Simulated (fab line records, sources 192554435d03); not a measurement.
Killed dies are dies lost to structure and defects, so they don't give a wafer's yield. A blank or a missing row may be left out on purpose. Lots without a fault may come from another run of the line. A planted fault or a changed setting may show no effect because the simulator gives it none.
Which tool did it? | flow n5_finfet | 12 lots, 36 wafers sampled, at 3 steps of a route of 1938

WHAT THE GAUGES READ, wafer by wafer
N5_BEOL_M8_THK_MEAS_53: measures by xrf.
lot  | measured     | on            | M8_THK (nm)
L076 | day 9 17:39  | film_metro-01 | 78.6 78.7 76.6
L077 | day 10 11:16 | film_metro-01 | 72.5 82.0 77.1
L079 | day 11 00:28 | film_metro-02 | 78.8 78.6 79.5
L080 | day 11 08:41 | film_metro-02 | 77.9 79.4 82.9
L083 | day 11 18:26 | film_metro-02 | 78.6 81.2 79.8
L084 | day 12 04:42 | film_metro-02 | 79.3 78.9 77.2
L087 | day 12 19:14 | film_metro-01 | 81.3 81.8 79.4
L090 | day 13 10:20 | film_metro-01 | 76.7 79.3 76.6
L092 | day 14 06:25 | film_metro-02 | 77.9 77.5 80.9
L093 | day 14 19:58 | film_metro-02 | 71.4 77.5 71.9
L094 | day 15 04:10 | film_metro-01 | 80.0 80.4 83.0
L097 | day 15 14:47 | film_metro-01 | 83.2 85.6 80.5

WHICH TOOL RAN EACH LOT (tool, then ch and the chambers of the sampled wafers, then the start)
lot  | N5_BEOL_M8_STRIP_80                           | N5_BEOL_M8_CURE_75
L076 | rie_diel-02 ch 0,1,3, day 9 15:35 or earlier  | uv_cure-01 ch 0, day 9 15:35
L077 | rie_diel-03 ch 1,2, day 10 03:44 or earlier   | uv_cure-03 ch 0, day 10 03:44
L079 | rie_diel-03 ch 0,3, day 10 18:40 or earlier   | uv_cure-02 ch 1, day 10 18:40
L080 | rie_diel-03 ch 0,1,3, day 11 05:10 or earlier | uv_cure-03 ch 1, day 11 05:10
L083 | rie_diel-02 ch 1,2, day 11 16:32 or earlier   | uv_cure-02 ch 1, day 11 16:32
L084 | rie_diel-02 ch 1,2,3, day 12 01:47 or earlier | uv_cure-03 ch 1, day 12 01:47
L087 | rie_diel-01 ch 2,3, day 12 17:06 or earlier   | uv_cure-03 ch 0, day 12 17:06
L090 | rie_diel-01 ch 0,1, day 13 06:36 or earlier   | uv_cure-02 ch 0, day 13 06:36
L092 | rie_diel-02 ch 1,2,3, day 14 03:56 or earlier | uv_cure-02 ch 0, day 14 03:56
L093 | rie_diel-01 ch 0,3, day 14 17:38 or earlier   | uv_cure-02 ch 2, day 14 17:38
L094 | rie_diel-02 ch 2,3, day 15 01:32 or earlier   | uv_cure-02 ch 0, day 15 01:32
L097 | rie_diel-02 ch 0,1,2, day 15 11:41 or earlier | uv_cure-01 ch 2, day 15 11:41
- N5_BEOL_M8_STRIP_80: strips in N2/H2, time 10 s.
- N5_BEOL_M8_CURE_75: cures SiCOH lowk, time 120 s.

THE ANSWER, worked out from the rows above alone
Rule: what is usual is taken from the lots themselves. Put in order of their means at a reading, lots are off if they are a third of the lots or fewer, leave a main group of 4 or more, and stand apart from it by a gap of 3 or more times the standard deviation of the main group's means; of several such gaps the widest counts. A main group whose means are all the same, to the digits that the tables above print for the reading, isn't used. A lot without any number at a reading at which 4 lots or more have one is off too. The other lots that the step has rows for count as sound.
No lot is off at any reading shown: from this, nothing can be told.

WHAT THE SIMULATOR HAD PUT IN
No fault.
